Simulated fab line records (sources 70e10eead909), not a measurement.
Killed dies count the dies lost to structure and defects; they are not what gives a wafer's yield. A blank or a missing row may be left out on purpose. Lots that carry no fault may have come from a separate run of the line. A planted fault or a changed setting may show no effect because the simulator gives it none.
Chamber matching | flow nandHarc | 3 sister chambers for NHARC_THIN_TSV_DEP_47 on pecvd-02
The step deposits SiO2, target thk 200 nm. 6 wafers are shown with their chamber, then 7 later ones without.

## WAFERS, EACH WITH ITS CHAMBER
wafer  | chamber | throttleValvePct (%) | flowSccm (sccm)
L273.1 | 2       | 16.4                 | 2654
L289.4 | 2       | 16.1                 | 2643
L289.5 | 0       | 15.8                 | 2649
L289.6 | 1       | 16.4                 | 2645
L291.2 | 1       | 16.4                 | 2655
L291.3 | 0       | 15.4                 | 2639

## WAFERS WITH NO CHAMBER GIVEN
wafer  | throttleValvePct (%) | flowSccm (sccm)
L291.6 | 16.0                 | 2646
L292.1 | 15.5                 | 2631
L292.3 | 16.5                 | 2658
L292.5 | 16.0                 | 2637
L295.2 | 16.1                 | 2653
L295.3 | 15.9                 | 2653
L295.6 | 16.1                 | 2653

## THE CHAMBER EACH PASSED THROUGH
wafer  | from the rows above          | in truth
L291.6 | can't be placed: 2 or 0 or 1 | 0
L292.1 | 0                            | 0
L292.3 | can't be placed: 1 or 2      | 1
L292.5 | can't be placed: 2 or 0 or 1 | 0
L295.2 | can't be placed: 2 or 1 or 0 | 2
L295.3 | can't be placed: 2 or 0 or 1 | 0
L295.6 | can't be placed: 2 or 1 or 0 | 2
Placed correctly: 1 of 7. Can't be placed from these rows: 6 (the true chamber is among the candidates in 6). 0 placed wrongly.
How it was worked out, from the rows above alone: a wafer's distance from a chamber is the root of the sum, over the readings, of the square of ((its reading less the chamber's mean) divided by the reading's scatter). The wafer belongs to the nearest chamber; if the next one is less than 2 further off, it can't be placed. A chamber's mean is the mean of its shown wafers. How the scatter is found: for the shown wafers, subtract from each reading the mean of its chamber, square and add these, divide the total by (wafers less chambers), then take the root.
